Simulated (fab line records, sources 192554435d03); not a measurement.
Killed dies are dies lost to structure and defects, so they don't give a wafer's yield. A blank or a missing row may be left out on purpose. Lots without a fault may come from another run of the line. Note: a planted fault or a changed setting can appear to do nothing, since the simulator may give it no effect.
What tool caused it? + flow n5-finfet + 24 wafers from 9 lots sampled at 4 of the route's 1938 steps

WHAT THE GAUGES READ, wafer by wafer
N5_BEOL_M3_OVL_MEAS_29.
| lot  | measured     | on         | V2_OVL (nm)    |
|------|--------------|------------|----------------|
| L839 | day 10 17:26 | overlay-02 | -1.4 -1.4 -0.7 |
| L842 | day 11 01:53 | overlay-02 | 0.7 0.3 -0.5   |
| L841 | day 11 04:43 | overlay-02 | 1.0 0.5 -0.1   |
| L843 | day 11 04:55 | overlay-02 | 8.2 10.1       |
| L845 | day 11 18:41 | overlay-02 | 9.6 8.9        |
| L844 | day 11 22:53 | overlay-01 | 10.0 10.3      |
| L847 | day 12 05:22 | overlay-01 | 9.6 10.4 10.3  |
| L849 | day 12 21:02 | overlay-02 | 0.3 -1.2 0.6   |
| L850 | day 13 17:29 | overlay-02 | -0.4 0.2 -0.1  |

EACH LOT AND THE TOOL THAT RAN IT (in order: tool; ch and the chambers of the sampled wafers; start)
| lot  | N5_BEOL_M3_ETCH_74                 | N5_BEOL_M3_STRIP_66                | N5_BEOL_M3_EXPOSE_25              |
|------|------------------------------------|------------------------------------|-----------------------------------|
| L839 | rie-diel-05 ch 0,1, day 10 16:27   | rie-diel-05 ch 0,1, day 10 16:37   | euv-scanner-02 ch 0, day 10 17:15 |
| L842 | rie-diel-05 ch 0,1,3, day 11 00:47 | rie-diel-05 ch 0,1,3, day 11 00:57 | euv-scanner-02 ch 0, day 11 01:42 |
| L841 | rie-diel-02 ch 2,3, day 11 03:52   | rie-diel-02 ch 2,3, day 11 04:08   | euv-scanner-02 ch 0, day 11 04:32 |
| L843 | rie-diel-05 ch 1,3, day 11 04:10   | rie-diel-05 ch 1,3, day 11 04:20   | euv-scanner-02 ch 0, day 11 04:44 |
| L845 | rie-diel-05 ch 2,3, day 11 17:56   | rie-diel-05 ch 2,3, day 11 18:07   | euv-scanner-02 ch 0, day 11 18:31 |
| L844 | rie-diel-02 ch 1,3, day 11 22:07   | rie-diel-02 ch 1,3, day 11 22:17   | euv-scanner-02 ch 0, day 11 22:43 |
| L847 | rie-diel-02 ch 0,1,2, day 12 04:27 | rie-diel-02 ch 0,1,2, day 12 04:37 | euv-scanner-02 ch 0, day 12 05:11 |
| L849 | rie-diel-05 ch 1,2,3, day 12 20:10 | rie-diel-05 ch 1,2,3, day 12 20:20 | euv-scanner-01 ch 0, day 12 20:52 |
| L850 | rie-diel-05 ch 0,1,2, day 13 16:44 | rie-diel-05 ch 0,1,2, day 13 16:55 | euv-scanner-01 ch 0, day 13 17:18 |
- N5_BEOL_M3_ETCH_74: etches underlayer in N2/H2, target depth 6.5 nm, time 5.2 s.
- N5_BEOL_M3_STRIP_66: strips in CF4.
- N5_BEOL_M3_EXPOSE_25: exposes mask V2, defocus 5 nm.

THE ANSWER, worked out from the rows above alone
Rule: the usual values come from the lots themselves. The widest of any qualifying gaps counts: lots, ordered by their means at a reading, are off when they make up no more than a third of the lots, leave a main group of 4 or more, and stand apart from it by 3 or more times the standard deviation of that group's means. The tables above print the reading to a certain number of digits; a main group whose means all agree to those digits is not used. A lot without any number at a reading at which 4 lots or more have one is off too. The other lots that the step has rows for count as sound.
None of the lots is off at any reading shown; this tells nothing.

WHAT THE SIMULATOR HAD INSERTED
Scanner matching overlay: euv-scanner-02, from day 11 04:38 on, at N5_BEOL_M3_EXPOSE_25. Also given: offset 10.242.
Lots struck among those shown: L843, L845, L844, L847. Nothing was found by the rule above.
